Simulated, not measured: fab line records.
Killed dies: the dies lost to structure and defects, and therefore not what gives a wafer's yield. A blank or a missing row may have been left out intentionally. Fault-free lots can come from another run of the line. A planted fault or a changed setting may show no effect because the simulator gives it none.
Struck lot and sound lot, side by side + flow n5Finfet + 23 out of 1938 route steps
Sound: these wafers, L132.2, L132.3, L132.5. Struck: wafers L137.2, L137.4, L137.5. At the end, the cause is stated.
At each step with rows: each side's tool, then ch and its chambers, then its first start. Under that, the readings that differ: sound wafers + struck wafers + difference of the means + sigmas: that difference in standard deviations of wafers without a fault.
alike: readings whose means differ by less than 2 such deviations, and words and numbers that are the same on both sides. not compared: withheld readings, readings that some wafer has no value for, bounds like >300 that may hide the same value, and numbers for which the record gives no deviation and whose values overlap.
The two part at a step that has a row with sigmas, a row that says differs or no value, or rows on one side only. When numbers do not overlap yet have no deviation, they are printed without sigmas and do not part them. A reading missing from all wafers of one side parts the sides only when that side holds two or more wafers.

first, 11 steps without rows for these wafers: N5_BEOL_M6_ETCH_62 (etches SOC in N2/H2, target depth 110 nm, overetch 22 nm, time 165 s); N5_BEOL_M6_STRIP_68 (strips in N2/H2); N5_BEOL_M6_STRIP_67 (strips in CF4); N5_BEOL_M6_HM_OPEN_17 (chemistry Cl2/BCl3, target TiN, target depth 20 nm, overetch 6 nm); N5_BEOL_M6_STRIP_19 (strips in O2); N5_BEOL_M6_COAT_63 (time 60 s, resist thk 60 nm); N5_BEOL_M6_COAT_64 (time 60 s, resist thk 12 nm); N5_BEOL_M6_COAT_71 (time 60 s, resist thk 5 nm); N5_BEOL_M6_COAT_22 (resist thk 30 nm); N5_BEOL_M6_EBR_24; N5_BEOL_M6_SOFTBAKE_23 (time 60 s).
N5_BEOL_M6_EXPOSE_25: exposes mask V5, target cd 40 nm.
  sound on euvScanner-01 ch 0, day 9 05:16; struck on euvScanner-01 ch 0, day 10 14:39
| reading           | sound             | struck            | difference | sigmas |
|-------------------|-------------------|-------------------|------------|--------|
| exposureDoseMJCm2 | 44.96 44.96 44.91 | 45.65 45.60 45.60 | +0.67      | +14    |
  alike: mask, reticleTempC
then, 2 steps without rows for these wafers: N5_BEOL_M6_PEB_26 (peb time 60 s); N5_BEOL_M6_DEVELOP_27 (develop time 30 s).
N5_BEOL_M6_DESCUM_33: chemistry O2, time 7 s.
  sound on rieDiel-02 ch 0,1, day 9 05:31; struck on rieDiel-03 ch 2,3, day 10 14:54
  alike: drypumpMotorCurrentA, oesProductAu, rfVppV, showerheadPlenumPTorr, throttleValvePct
  not compared: rfHoursCounterH, model.BEOL_M6.cdNm
then, 5 steps without rows for these wafers: N5_BEOL_M6_ETCH_72 (etches underlayer in N2/H2, target depth 6.5 nm, time 5.2 s); N5_BEOL_M6_ETCH_65 (etches SiARC in CF4, target depth 15.6 nm, time 26 s); N5_BEOL_M6_ETCH_66 (etches SOC in N2/H2, target depth 80 nm, overetch 16 nm, time 120 s); N5_BEOL_M6_STRIP_69 (strips in N2/H2); N5_BEOL_M6_STRIP_73 (strips in N2/H2).
N5_BEOL_M6_VIA_ETCH_34: etches SiCOH lowk in C4F6/O2, target depth 126.3 nm, time 50.9 s.
  sound on rieDiel-02 ch 0,1, day 9 05:42; struck on rieDiel-03 ch 2,3, day 10 15:05
  alike: drypumpMotorCurrentA, oesProductAu, rfVppV, showerheadPlenumPTorr, throttleValvePct
  not compared: rfHoursCounterH, model.BEOL_M6.cdNm
then, 1 step without rows for these wafers: N5_BEOL_M6_STRIP_76 (strips in C4F6/O2).
-- record jumps: 4 days separate the struck wafers' starts on either side; left off in module BEOL_M6, taken up again in module PASSIVATION, whose first shown step is the route's number 1936 --
N5_PASSIVATION_PROBE_49:
  the record has rows for the struck wafers here (prober-01, day 14 06:04) and none for the sound ones

## WHERE THEY PART
Last at N5_PASSIVATION_PROBE_49 as far as this record goes, first at N5_BEOL_M6_EXPOSE_25.

WHY: the cause the simulator had injected
Process parameters drifting: euvScanner-01 at N5_BEOL_M6_EXPOSE_25, beginning at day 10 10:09. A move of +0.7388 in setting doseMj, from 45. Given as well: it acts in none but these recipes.
